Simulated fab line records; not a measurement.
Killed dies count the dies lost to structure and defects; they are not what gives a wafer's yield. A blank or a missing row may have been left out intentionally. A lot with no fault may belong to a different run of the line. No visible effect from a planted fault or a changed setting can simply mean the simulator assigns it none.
Tool commonality check | flow nandHarc | Sampled: 13 lots, 39 wafers

## REASON IT WAS OPENED
On 2 of the 13 lots, a flag is raised at NHARC_END_SORT_01 on the reading killedAtArray. Fault-free wafers read 29, with a standard deviation of 11.
Rule: a lot gets a flag if all its wafers with a number sit over 4 standard deviations from that mean, or if no wafer of it has a number. The other lots count as sound.

lot  | measured     | on        | killedAtArray, wafer by wafer | flag
L273 | day 19 06:15 | prober-02 | 30 19 24                      | 
L272 | day 19 07:01 | prober-01 | 18 15 15                      | 
L275 | day 19 19:38 | prober-02 | 27 23 17                      | 
L276 | day 19 23:21 | prober-01 | 25 19 23                      | 
L274 | day 20 04:15 | prober-02 | 19 23 22                      | 
L277 | day 20 14:37 | prober-01 | 35 34 32                      | 
L278 | day 21 04:48 | prober-01 | 31 38 30                      | 
L286 | day 22 23:06 | prober-01 | 13 18 11                      | 
L288 | day 23 05:43 | prober-02 | 138 107 104                   | FLAGGED
L289 | day 23 20:26 | prober-01 | 97 132 108                    | FLAGGED
L292 | day 24 10:43 | prober-01 | 34 29 28                      | 
L291 | day 24 11:34 | prober-02 | 26 23 34                      | 
L295 | day 25 03:11 | prober-02 | 32 51 47                      | 
The numbers of the flagged lots are 114 on average: +85 against the usual, or +8 standard deviations.

## WHICH TOOL RAN EACH LOT
The record holds 3 process steps before the reading, out of a route of 1159 steps. Each cell gives the tool, then ch followed by the chambers the sampled wafers passed through, then the start.
lot  | flag    | NHARC_A_STAIRCASE_ETCH_236        | NHARC_THIN_TSV_DEP_47           | NHARC_THIN_TSV_ETCHBACK_48
L273 |         | rieDiel-04 ch 0,1,2, day 11 17:23 | pecvd-02 ch 1,2, day 18 18:25   | rieDiel-10 ch 0,1,3, day 18 18:48
L272 |         | rieDiel-04 ch 0,1, day 11 07:43   | pecvd-02 ch 0,1,2, day 18 17:11 | rieDiel-08 ch 0,1,3, day 18 17:38
L275 |         | rieDiel-04 ch 0,2,3, day 12 05:46 | pecvd-02 ch 0,1, day 19 07:47   | rieDiel-08 ch 0,2,3, day 19 08:14
L276 |         | rieDiel-12 ch 1,2, day 12 03:49   | pecvd-01 ch 0,1,2, day 19 06:18 | rieDiel-10 ch 1,2,3, day 19 06:47
L274 |         | rieDiel-04 ch 2,3, day 11 16:23   | pecvd-03 ch 0,1, day 19 05:14   | rieDiel-08 ch 0,2, day 19 05:38
L277 |         | rieDiel-04 ch 0,2,3, day 12 14:16 | pecvd-03 ch 0,1,2, day 20 00:39 | rieDiel-10 ch 0,1,3, day 20 01:03
L278 |         | rieDiel-11 ch 0,1,3, day 12 19:50 | pecvd-03 ch 1,2, day 20 15:36   | rieDiel-08 ch 2,3, day 20 16:00
L286 |         | rieDiel-04 ch 0,1,2, day 15 03:00 | pecvd-03 ch 1,2, day 22 06:28   | rieDiel-10 ch 0,1,3, day 22 06:52
L288 | FLAGGED | rieDiel-04 ch 0,1,3, day 15 08:39 | pecvd-01 ch 0,1,2, day 22 16:30 | rieDiel-10 ch 0,1,2, day 22 16:54
L289 | FLAGGED | rieDiel-04 ch 2,3, day 15 21:14   | pecvd-02 ch 0,1,2, day 23 03:15 | rieDiel-13 ch 1,2,3, day 23 03:35
L292 |         | rieDiel-12 ch 2,3, day 15 21:47   | pecvd-02 ch 0,1, day 23 19:41   | rieDiel-13 ch 1,3, day 23 20:07
L291 |         | rieDiel-11 ch 0,3, day 15 20:05   | pecvd-02 ch 0,1, day 23 19:27   | rieDiel-08 ch 0,2, day 23 19:48
L295 |         | rieDiel-11 ch 1,2, day 17 01:27   | pecvd-02 ch 0,2, day 24 06:21   | rieDiel-08 ch 0,1, day 24 06:47
What these steps do:
- NHARC_A_STAIRCASE_ETCH_236: etches the open film in C4F8/O2, target depth 100 nm, time 40.5 s.
- NHARC_THIN_TSV_DEP_47: deposits SiO2, target thk 200 nm.
- NHARC_THIN_TSV_ETCHBACK_48: etches the open film in C4F8/Ar, target depth 1028.5 nm, time 405.17 s.
- NHARC_END_SORT_01

## FLAGGED OVER TOTAL, TOOL BY TOOL (the gauges that took the reading come last)
step                       | tool       | lots run | flagged | share of the flagged lots | sound lots run after its first flagged lot
NHARC_A_STAIRCASE_ETCH_236 | rieDiel-04 | 8        | 2       | all                       | 0
NHARC_A_STAIRCASE_ETCH_236 | rieDiel-11 | 3        | 0       | none                      | -
NHARC_A_STAIRCASE_ETCH_236 | rieDiel-12 | 2        | 0       | none                      | -
NHARC_THIN_TSV_DEP_47      | pecvd-01   | 2        | 1       | some                      | 0
NHARC_THIN_TSV_DEP_47      | pecvd-02   | 7        | 1       | some                      | 3 (L291,L292,L295)
NHARC_THIN_TSV_DEP_47      | pecvd-03   | 4        | 0       | none                      | -
NHARC_THIN_TSV_ETCHBACK_48 | rieDiel-08 | 6        | 0       | none                      | -
NHARC_THIN_TSV_ETCHBACK_48 | rieDiel-10 | 5        | 1       | some                      | 0
NHARC_THIN_TSV_ETCHBACK_48 | rieDiel-13 | 2        | 1       | some                      | 1 (L292)
NHARC_END_SORT_01          | prober-01  | 7        | 1       | some                      | 1 (L292)
NHARC_END_SORT_01          | prober-02  | 6        | 1       | some                      | 2 (L291,L295)

## THE TABLE: WHAT IT ALLOWS
In the table, 1 row covers all flagged lots: rieDiel-04 at NHARC_A_STAIRCASE_ETCH_236.
- rieDiel-04 at NHARC_A_STAIRCASE_ETCH_236 ran 8 lots, 2 of them flagged. A fault beginning between L286 (day 15 03:00), its last sound lot, and L288 (day 15 08:39), its first flagged one, fits the data.
What remains is a single tool, rieDiel-04 at NHARC_A_STAIRCASE_ETCH_236.

## WHAT THE SIMULATOR HAD INSERTED
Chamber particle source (rieDiel-04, NHARC_A_STAIRCASE_ETCH_236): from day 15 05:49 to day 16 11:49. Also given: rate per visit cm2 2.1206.
Lots struck among those shown: L288, L289. The rule above reached the same finding.
